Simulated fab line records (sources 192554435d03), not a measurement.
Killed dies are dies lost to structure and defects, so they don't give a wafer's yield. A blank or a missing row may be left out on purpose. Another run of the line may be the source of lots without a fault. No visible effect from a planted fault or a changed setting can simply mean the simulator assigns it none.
Split-lot experiment | flow n5_finfet | on a route of 1938 steps: 7 lots, 21 wafers read

== THE SPLIT ITSELF ==
At N5_BEOL_M0_SAQP_PECVD_04 (deposits a-Si from SiH4/He, target thk 60 nm, time 60.2 s), the setting time_s was moved away from the recipe's 60.2 s on 5 of the 21 wafers read, by -14.6% to +5.2%. For the rest of the wafers, this setting stayed at what the recipe calls for.

Reading taken at the split's own step.

== THE READING ==
a-Si_of_BEOL_M0_SAQP_PECVD_04.thk_nm (the simulator's own value, which no gauge read), in nm, at N5_BEOL_M0_SAQP_PECVD_04 (deposits a-Si from SiH4/He, target thk 60 nm, time 60.2 s). The file gives no usual value for it. The 16 wafers here that ran the recipe average 60.2 nm, standard deviation 0.8 nm.

wafer  | tool, chamber at the split | time_s as run, s | against the recipe | a-Si_of_BEOL_M0_SAQP_PECVD_04.thk_nm, nm | against lot-mates on the recipe
L077.1 | pecvd-01, 0                | 63.35            | +5.2%              | 63.4                                     | +1.8
L077.2 | pecvd-01, 1                | 60.2             | recipe             | 61.2                                     | -
L077.5 | pecvd-01, 1                | 60.2             | recipe             | 62                                       | -
L078.1 | pecvd-03, 1                | 56.82            | -5.6%              | 55.6                                     | -4.0
L078.4 | pecvd-03, 2                | 60.2             | recipe             | 60.2                                     | -
L078.6 | pecvd-03, 0                | 60.2             | recipe             | 59                                       | -
L086.2 | pecvd-03, 2                | 60.2             | recipe             | 59.2                                     | -
L086.4 | pecvd-03, 2                | 60.2             | recipe             | 59.4                                     | -
L086.5 | pecvd-03, 1                | 60.2             | recipe             | 60                                       | -
L087.2 | pecvd-01, 2                | 52.42            | -12.9%             | 52.4                                     | -8.6
L087.3 | pecvd-01, 1                | 60.2             | recipe             | 60.6                                     | -
L087.5 | pecvd-01, 1                | 60.2             | recipe             | 61.4                                     | -
L093.1 | pecvd-03, 0                | 60.2             | recipe             | 59.8                                     | -
L093.2 | pecvd-03, 2                | 60.2             | recipe             | 59.6                                     | -
L093.6 | pecvd-03, 2                | 60.2             | recipe             | 60.6                                     | -
L094.3 | pecvd-02, 0,1              | 60.2             | recipe             | 60.6                                     | -
L094.5 | pecvd-02, 0,1              | 60.2             | recipe             | 60.6                                     | -
L094.4 | pecvd-02, 1                | 56.65            | -5.9%              | 57.4                                     | -3.2
L097.3 | pecvd-01, 0                | 60.2             | recipe             | 59.8                                     | -
L097.4 | pecvd-01, 0                | 60.2             | recipe             | 59.8                                     | -
L097.6 | pecvd-01, 1                | 51.44            | -14.6%             | 52.4                                     | -7.4
The file does not say which wafer passed through which chamber wherever a row lists several chambers: such a row stands for several wafers.

FIT RESULTS
A straight line over all 21 wafers: a-Si_of_BEOL_M0_SAQP_PECVD_04.thk_nm changes by +0.58 nm for each +1% of time_s; r = +0.96; the points scatter about the line by 0.83 nm.
The same after taking each lot's own level away (the mean of its wafers on the recipe; 21 wafers): +0.562 nm for each +1%; r = +0.98; scatter 0.58 nm.
The reading moves by 8.2 nm for the largest change in time_s, on that fit.
The span of the lots' own levels, 59.53 to 61.60 nm, comes to 2.6 times the standard deviation stated above.
Hence the lot-to-lot level has little effect on the slope; both slopes agree.
Check: for one of the wafers moved furthest among these (-14.6%), held out of the fit, the line's prediction against its lot-mates is -9.03 nm. It came out at -7.4 nm against them.

== THESE WAFERS: OTHER SPLITS ==
Before the reading, these wafers also passed through other splits. Each is held against what the fit with the lots' levels taken away leaves over:
other split on the same wafers           | wafers away from the commonest value | r with a-Si_of_BEOL_M0_SAQP_PECVD_04.thk_nm (lot level and that fit taken away)
N5_GATE_CUT_COAT_35 spin_rpm             | 11                                   | -0.08
N5_MOL_CONTACT_COAG_COAT_76 spin_rpm     | 8                                    | +0.31
N5_MOL_CONTACT_COAG_CVD_140 target_thk_a | 4                                    | -0.23

== THE WHOLE CHAIN: every reading that the file lists as answering this split, in the file's order ==
step                        | what it does                                              | reading                                                                               | change (the file's fit)               | r (the file's)
N5_BEOL_M0_SAQP_PECVD_04    | deposits a-Si from SiH4/He, target thk 60 nm, time 60.2 s | a-Si_of_BEOL_M0_SAQP_PECVD_04.thk_nm (the simulator's own value, which no gauge read) | +0.571 nm for each +1% of the setting | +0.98
N5_BEOL_M0_SAQP_THK_MEAS_05 |                                                           | thk_nm                                                                                | withheld for each +1% of the setting  | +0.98

== THE FILE'S OWN FIT ==
a-Si_of_BEOL_M0_SAQP_PECVD_04.thk_nm changes by +0.571 nm for each +1% of time_s, r = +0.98.
